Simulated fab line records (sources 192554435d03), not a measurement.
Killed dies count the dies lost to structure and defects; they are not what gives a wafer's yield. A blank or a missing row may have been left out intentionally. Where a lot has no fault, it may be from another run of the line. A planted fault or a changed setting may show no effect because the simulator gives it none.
One fault seen from 2 desks || flow n5 finfet || numbers are kept per desk, each desk with only its own; the story behind them comes last

## THE METROLOGY DESK
What the gauges read, lot by lot, whatever tool the lot ran on: means of the sampled wafers that have a number. Any lot whose mean is over 4 standard deviations away from the usual mean is out of limits and marked OUT; that distance is given in the brackets.
Columns: A = M7_THK at N5_BEOL_M7_THK_MEAS_53, usual 79.7 nm
{"lot": "L485", "first seen here": "day 10 08:17", "A": 81.4}
{"lot": "L486", "first seen here": "day 11 07:34", "A": 75.3}
{"lot": "L489", "first seen here": "day 11 08:19", "A": 81.3}
{"lot": "L490", "first seen here": "day 11 16:15", "A": 78.8}
{"lot": "L491", "first seen here": "day 12 02:59", "A": 81.4}
{"lot": "L492", "first seen here": "day 12 03:58", "A": 81.4}
{"lot": "L495", "first seen here": "day 13 21:07", "A": 79.3}
{"lot": "L496", "first seen here": "day 13 21:21", "A": 80.7}
{"lot": "L503", "first seen here": "day 15 15:59", "A": 80.9}
{"lot": "L504", "first seen here": "day 15 21:01", "A": 79.8}
{"lot": "L505", "first seen here": "day 15 21:38", "A": 78.2}
This desk's finding: nothing out of limits on any of the 11 lots.

## FOR THE TOOL OWNER'S DESK: rie diel-01
The tool's own readings at N5_BEOL_M8_ETCH_62 (etches SOC in N2/H2, target depth 110 nm, overetch 22 nm, time 165 s): means of the sampled wafers that have a number, for each lot that ran on this tool. Any lot whose mean is over 4 standard deviations away from the usual mean is out of limits and marked OUT; that distance is given in the brackets.
Columns: A = bias w at N5_BEOL_M8_ETCH_62, usual 150.0 W; B = drypump motor current A at N5_BEOL_M8_ETCH_62, usual 5.5 A; C = oes product au at N5_BEOL_M8_ETCH_62, usual 0.65 a.u.; D = rf vpp V at N5_BEOL_M8_ETCH_62, usual 525.1 V; E = showerhead plenum p Torr at N5_BEOL_M8_ETCH_62, usual 2.59 Torr; F = throttle valve pct at N5_BEOL_M8_ETCH_62, usual 17.95 %
{"lot": "L490", "first seen here": "day 11 18:19", "A": 149.7, "B": 5.5, "C": 0.66, "D": 524.9, "E": 2.58, "F": 17.85}
{"lot": "L491", "first seen here": "day 12 05:02", "A": 150.2, "B": 5.6, "C": 0.65, "D": 525.4, "E": 2.59, "F": 17.82}
{"lot": "L492", "first seen here": "day 12 07:48", "A": "166.6 (+36) OUT", "B": 5.2, "C": 0.63, "D": "559.9 (+17) OUT", "E": 2.60, "F": 17.89}
{"lot": "L495", "first seen here": "day 13 23:02", "A": "182.5 (+71) OUT", "B": 5.1, "C": 0.59, "D": "594.1 (+33) OUT", "E": 2.60, "F": 17.99}
{"lot": "L496", "first seen here": "day 13 23:17", "A": 149.6, "B": 5.8, "C": 0.66, "D": 524.0, "E": 2.57, "F": 17.83}
{"lot": "L504", "first seen here": "day 16 02:30", "A": 149.9, "B": 5.5, "C": 0.60, "D": 524.8, "E": 2.59, "F": 17.96}
{"lot": "L505", "first seen here": "day 16 02:58", "A": 150.3, "B": 5.1, "C": 0.61, "D": 525.2, "E": 2.58, "F": 17.98}
Finding of this desk: L492, L495 out of limits; the first was L492 at day 12 07:48, on bias w at N5_BEOL_M8_ETCH_62. In limits: L490, L491, L496, L504, L505.

## TAKEN TOGETHER
On L492, L495, at day 12 07:48, an alarm was possible from the tool owner's desk.
At the metrology desk, nothing out of limits was observed.
The metrology desk has L492, L495 on record, within its limits.
N5_BEOL_M8_ETCH_62 was run on rie diel-01 by each of the lots named.

## WHAT THE SIMULATOR HAD PUT IN
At N5_BEOL_M8_ETCH_62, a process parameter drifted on rie diel-01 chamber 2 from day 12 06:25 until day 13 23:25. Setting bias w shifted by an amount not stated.
Struck lots among those shown: L492, L495.
Time in hours from fault onset to the first out-of-limits reading at each desk: the tool owner's desk, 1.
